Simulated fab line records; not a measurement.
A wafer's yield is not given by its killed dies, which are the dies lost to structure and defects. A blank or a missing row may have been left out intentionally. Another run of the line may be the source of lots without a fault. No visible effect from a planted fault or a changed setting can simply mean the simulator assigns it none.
A struck lot beside a sound one :: flow n5Finfet :: 15 steps out of a route of 1938
Sound: the wafers L961.3, L961.5, L961.6. Struck: wafer L969.5. (L969.2 of the same lot was not struck and is left out.) The cause comes at the end.
Each step with rows lists, per side, the tool, then ch with its chambers, then its first start. Under that, the readings that differ: sound wafers :: struck wafers :: difference of the means :: sigmas: that difference in standard deviations of wafers without a fault.
alike: words and numbers the same on both sides, and readings whose means are apart by under 2 such deviations; not compared: readings that were withheld, readings missing a value for some wafer, numbers with overlapping values and no deviation given by the record, and bounds like >300 which may hide the same value.
Wherever a step has rows on one side only, a row that says differs or no value, or a row with sigmas, the two part there. Non-overlapping numbers with no deviation appear without sigmas and do not part them. A reading missing from all wafers of one side parts the sides only when that side holds two or more wafers.

first, 5 steps without rows for these wafers: N5_BEOL_M10_EBR_24; N5_BEOL_M10_SOFTBAKE_23 (time 60 s); N5_BEOL_M10_EXPOSE_25 (exposes mask V9); N5_BEOL_M10_PEB_26 (peb time 60 s); N5_BEOL_M10_DEVELOP_27 (develop time 30 s).
N5_BEOL_M10_CD_MEAS_28 targets a cd of 70 nm.
  sound on cdSem-01 ch 0, day 11 09:58; struck on cdSem-03 ch 0, day 13 15:32
reading: cdNm (nm)
sound: 66.8 68.0 66.3
struck: 71.5
difference: +4.5
sigmas: +3
N5_BEOL_M10_OVL_MEAS_29:
  sound on overlay-02 ch 0, day 11 09:59; struck on overlay-01 ch 0, day 13 15:34
  alike: V9_OVL
N5_BEOL_M10_INSPECT_30: inspects for defects (brightfield).
  struck on defectInspect-02, day 13 15:35; sound on defectInspect-02, day 11 10:01
  alike: rawDefectCount
N5_BEOL_M10_DESCUM_33: chemistry O2, time 7.9 s.
  sound on rieDiel-04 ch 0,1,3, day 11 10:49; struck on rieDiel-03 ch 1, day 13 15:38
  alike: drypumpMotorCurrentA, oesProductAu, rfVppV, showerheadPlenumPTorr, throttleValvePct
  not compared: rfHoursCounterH
N5_BEOL_M10_ETCH_65: etches SiARC in CF4, target depth 39 nm, time 65 s.
  sound on rieDiel-04 ch 0,1,3, day 11 10:52; struck on rieDiel-03 ch 1, day 13 15:41
  alike: drypumpMotorCurrentA, etchRfOnTimeS, oesProductAu, rfVppV, showerheadPlenumPTorr, throttleValvePct
  not compared: rfHoursCounterH
N5_BEOL_M10_ETCH_66: etches SOC in N2/H2, target depth 120 nm, overetch 24 nm, time 180 s.
  sound on rieDiel-04 ch 0,1,3, day 11 10:55; struck on rieDiel-03 ch 1, day 13 15:44
  alike: drypumpMotorCurrentA, h2FlowSccm, oesProductAu, rfVppV, showerheadPlenumPTorr, throttleValvePct
  not compared: rfHoursCounterH
then, 1 step without rows for these wafers: N5_BEOL_M10_STRIP_69 (strips in N2/H2).
N5_BEOL_M10_VIA_ETCH_34: etches SiCOH lowk in C4F6/O2, target depth 184.5 nm, time 69.2 s.
  sound on rieDiel-04 ch 0,1,3, day 11 11:02; struck on rieDiel-03 ch 1, day 13 15:51
reading: oesProductAu (a.u.)
sound: 0.90 0.86 0.72
struck: 1.03
difference: +0.20
sigmas: +2

reading: model.etch.depthNm (nm)
sound: 186.2 183.1 192.1
struck: 266.3
difference: +79.2
sigmas: 

reading: model.SOC_of_BEOL_M10_COAT_63.thkNm (nm)
sound: 91.6 92 91.2
struck: 88
difference: -4
sigmas: 
  alike: drypumpMotorCurrentA, rfVppV, showerheadPlenumPTorr, throttleValvePct
  not compared: rfHoursCounterH
then, 2 steps without rows for these wafers: N5_BEOL_M10_STRIP_73 (strips in C4F6/O2); N5_PASSIVATION_PROBE_49.

WHERE THEY PART
Last at N5_BEOL_M10_VIA_ETCH_34 as far as this record goes, first at N5_BEOL_M10_CD_MEAS_28.

WHY: what the simulator had put in
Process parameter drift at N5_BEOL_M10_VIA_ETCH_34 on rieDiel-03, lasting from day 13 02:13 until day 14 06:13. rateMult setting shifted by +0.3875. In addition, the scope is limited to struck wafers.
